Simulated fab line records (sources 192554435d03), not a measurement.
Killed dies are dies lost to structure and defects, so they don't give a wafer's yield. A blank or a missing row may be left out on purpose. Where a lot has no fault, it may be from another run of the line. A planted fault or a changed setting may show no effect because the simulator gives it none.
Problem report in the 8D (eight disciplines) form, filled by code / flow n5 finfet / the parts of the form that need people (team, actions taken, sign-off) are left out

== 1. THE PROBLEM ==
A mean of 18856 W is read at N5_BEOL_M13_SPUTTER_44 for cathode dc power W, taken on 1 wafer of 1 lot, against 15000 W (standard deviation 2.6) on wafers free of any fault. So: +99 or more standard deviations from the usual mean.
The step: material Ta, target thk 10 nm, time 16.13 s.
The first sign was on wafer L237.2 at day 18 18:31, on pvd sputter-02. The record has a number at this step for 30 wafers belonging to 10 lots. Rule for "out" (also "out of limits"): further than 4 standard deviations from the usual mean. All remaining wafers that have a number are taken as sound.

== 2. WHAT IT IS; WHAT IT IS NOT ==
question=which readings at this step | is=cathode dc power W | is not=chamber pressure pa, throttle valve pct
question=which lots | is=L237 | is not=L218, L219, L222, L224, L225, L226, L229, L240, L241
question=which wafers of those lots | is=L237.2 | is not=L237.1, L237.5
question=read on which tools | is=pvd sputter-02 | is not=pvd sputter-01, pvd sputter-03
question=when | is=from day 18 18:31 | is not=up to then (23 sound wafers); but 6 sound wafers of L240, L241 came after

== 3. WHAT RULES OUT EACH SUSPECT ==
Counting: any tool at a process step up to the reading remains a suspect provided it ran every lot that is out. Sound lots after the first of them don't rule it out here, since some wafers of a struck lot are sound.
- rie diel-04 at N5_BEOL_M13_ETCH_67 (etches SiARC in CF4, target depth 143 nm, time 238.3 s): kept. It ran the lot that is out, L237 (day 18 13:18); its last sound lot up to then is L224 (day 14 03:00).
- pvd sputter-02 at N5_BEOL_M13_SPUTTER_43 (material TaN, target thk 15 nm, time 24.19 s): kept. It ran the lot that is out, L237 (day 18 18:26); its last sound lot up to then is L229 (day 15 21:34).
- pvd sputter-02 at N5_BEOL_M13_SPUTTER_44 (material Ta, target thk 10 nm, time 16.13 s): kept. It ran the lot that is out, L237 (day 18 18:31); its last sound lot up to then is L229 (day 15 21:38). Out on those wafers are its own readings of cathode dc power W.
- At N5_BEOL_M13_ETCH_67 on rie diel-04, chamber 0 took the sound wafers of the same lots and chamber 3 took the wafers that are out.
Still standing after the count: rie diel-04 at N5_BEOL_M13_ETCH_67, pvd sputter-02 at N5_BEOL_M13_SPUTTER_43, pvd sputter-02 at N5_BEOL_M13_SPUTTER_44.

== 4. THE CAUSE (what the simulator had put in) ==
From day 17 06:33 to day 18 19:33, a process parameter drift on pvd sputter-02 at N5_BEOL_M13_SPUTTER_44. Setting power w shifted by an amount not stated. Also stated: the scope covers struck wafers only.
Counting left 3 suspects, and this tool is among them.

== 5. THE CHAIN OF EFFECTS, in route order ==
Each row: a reading where the mean over the struck wafers with a number is more than 3 standard deviations away from the usual. Readings are gone through only where the record gives a usual standard deviation; hours: the median, over the lots, of the time from a lot's start at the first step in this table giving one to that lot's start at this step; sigmas: the change measured in usual standard deviations.
hours=0; step=N5_BEOL_M13_SPUTTER_44; reading=cathode dc power W; usual=15000 W; on struck wafers=18856; change=+3856; sigmas=+99 or more
hours=1; step=N5_BEOL_M13_CMP_49; reading=barrier field endpoint s; usual=30.1 s; on struck wafers=34.2; change=+4.1; sigmas=+7.3
Its process steps:
- N5_BEOL_M13_SPUTTER_44: material Ta, target thk 10 nm, time 16.13 s.
- N5_BEOL_M13_CMP_49: polishes, stops on SiOC, t overpolish 17.1 s, target thk 420 nm.

== 6. WHAT WOULD HAVE CAUGHT IT SOONER ==
First out-of-limits reading in this record: day 18 18:31, which is 36 hours after fault onset at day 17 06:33.
